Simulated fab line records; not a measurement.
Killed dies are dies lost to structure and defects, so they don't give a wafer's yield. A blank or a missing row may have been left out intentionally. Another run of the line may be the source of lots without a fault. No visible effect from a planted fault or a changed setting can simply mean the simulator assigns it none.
Matching of chambers	flow nand-harc	rie-diel-12 running NHARC_P_BONDPAD_DESCUM_11: 4 sister chambers
The step chemistry O2, time 3 s. 8 wafers are shown with their chamber, then 12 later ones without.

== WAFERS WITH THEIR CHAMBER ==
wafer	chamber	showerhead-plenum-p-Torr (Torr)	drypump-motor-current-A (A)
L083.4	0	1.98	5.3
L083.6	3	1.97	5.1
L088.3	0	1.97	5.3
L089.3	2	1.95	4.9
L089.6	1	1.92	6.0
L090.1	2	1.95	4.8
L090.2	1	1.92	6.1
L090.6	3	1.97	5.1

== WAFERS WITH NO CHAMBER GIVEN ==
wafer	showerhead-plenum-p-Torr (Torr)	drypump-motor-current-A (A)
L092.1	1.92	6.0
L092.2	1.97	5.3
L092.6	1.97	5.3
L093.2	1.92	6.1
L093.3	1.97	5.3
L093.4	1.95	4.9
L097.1	1.95	4.8
L097.3	1.97	5.3
L097.4	1.91	6.0
L097.2	1.97	5.1
L097.5	1.97	5.1
L097.6	1.95	4.9

== THE CHAMBER EACH PASSED THROUGH ==
wafer	from the rows above	in truth
L092.1	1	1
L092.2	0	0
L092.6	0	0
L093.2	1	1
L093.3	0	0
L093.4	2	2
L097.1	2	2
L097.3	0	0
L097.4	1	1
L097.2	3	3
L097.5	3	3
L097.6	2	2
Placed correctly: 12 of 12. Not placeable from these rows: 0. Number placed wrongly: 0.
How it was worked out, from the rows above alone: a wafer's distance from a chamber is the root of the sum, over the readings, of the square of ((its reading less the chamber's mean) divided by the reading's scatter). If the next closest chamber is less than 2 further off than the closest, the wafer can't be placed; otherwise it belongs to the closest. The mean given for a chamber averages the wafers shown for that chamber. The scatter: the root of (the sum of the squares of (reading less its chamber's mean) over the shown wafers, divided by (wafers less chambers)).
